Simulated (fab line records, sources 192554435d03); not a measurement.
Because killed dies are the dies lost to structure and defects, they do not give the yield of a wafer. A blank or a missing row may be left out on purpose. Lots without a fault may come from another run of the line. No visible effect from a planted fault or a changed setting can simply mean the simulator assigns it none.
Chamber matching ; flow n5-finfet ; pecvd-01 running N5_BEOL_M1_PECVD_72: 3 sister chambers
The step deposits SiO2 from TEOS/O2, target thk 16 nm, time 18 s. 6 wafers are shown with their chamber, then 10 later ones without.

WAFERS, EACH WITH ITS CHAMBER
wafer;chamber;throttle-valve-pct (%);showerhead-vpp-V (V)
L082.5;0;22.1;1357
L082.6;2;20.7;1321
L084.3;0;22.1;1347
L084.4;1;21.9;1380
L085.2;1;21.5;1395
L085.3;2;21.0;1312

WAFERS WITH NO CHAMBER GIVEN
wafer;throttle-valve-pct (%);showerhead-vpp-V (V)
L085.6;21.7;1409
L087.2;21.1;1324
L087.4;22.2;1383
L087.6;22.0;1350
L092.1;20.9;1324
L092.3;22.1;1346
L092.4;20.6;1343
L097.2;20.9;1307
L097.5;20.9;1330
L097.6;21.6;1382

CHAMBER TAKEN BY EACH
wafer;from the rows above;in truth
L085.6;1;1
L087.2;2;2
L087.4;can't be placed: 1 or 0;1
L087.6;0;0
L092.1;2;2
L092.3;0;0
L092.4;2;2
L097.2;2;2
L097.5;2;2
L097.6;1;1
Placed correctly: 9 of 10. Cannot be placed on the basis of these rows: 1; the candidates contain the true chamber in 1. Placed wrongly: 0.
How it was worked out, from the rows above alone: a wafer's distance from a chamber is the root of the sum, over the readings, of the square of ((its reading less the chamber's mean) divided by the reading's scatter). If the next closest chamber is less than 2 further off than the closest, the wafer can't be placed; otherwise it belongs to the closest. A chamber's mean is the mean of its shown wafers. The scatter: the root of (the sum of the squares of (reading less its chamber's mean) over the shown wafers, divided by (wafers less chambers)).
